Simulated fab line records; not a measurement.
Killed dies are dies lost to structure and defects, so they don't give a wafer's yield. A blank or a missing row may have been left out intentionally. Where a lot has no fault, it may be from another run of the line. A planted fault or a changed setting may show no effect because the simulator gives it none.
Chamber matching	flow n5_finfet	uv_cure-02 running N5_BEOL_M6_CURE_75: 3 sister chambers
The step cures SiCOH lowk, time 120 s. 3 wafers are shown with their chamber, then 9 later ones without.

WAFERS, EACH WITH ITS CHAMBER
wafer	chamber	wafer_temp_C_max
L083.5	2	371.5
L085.6	0	372.4
L088.5	1	372.8

WAFERS WHOSE CHAMBER IS MISSING
wafer	wafer_temp_C_max
L092.2	372.1
L092.4	373.2
L092.6	372.7
L095.1	371.9
L095.2	372.6
L095.4	372.5
L097.1	372.1
L097.4	372.3
L097.5	372.1

WHICH CHAMBER EACH WENT THROUGH
wafer	from the rows above	in truth
L092.2	can't be placed: 0 or 2 or 1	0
L092.4	can't be placed: 1 or 0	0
L092.6	can't be placed: 1 or 0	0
L095.1	can't be placed: 2 or 0 or 1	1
L095.2	can't be placed: 1 or 0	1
L095.4	can't be placed: 0 or 1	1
L097.1	can't be placed: 0 or 2 or 1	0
L097.4	can't be placed: 0 or 1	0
L097.5	can't be placed: 0 or 2 or 1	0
0 of 9 placed correctly. From these rows, 9 cannot be placed; in 9 the true chamber is one of the candidates. 0 placed wrongly.
How it was worked out, from the rows above alone: a wafer's distance from a chamber is the root of the sum, over the readings, of the square of ((its reading less the chamber's mean) divided by the reading's scatter). The wafer belongs to the nearest chamber; if the next one is less than 2 further off, it can't be placed. The mean given for a chamber averages the wafers shown for that chamber. The scatter (one wafer shown for each chamber): square how far every hidden wafer sits from the nearest shown wafer, average those squares and take the square root.
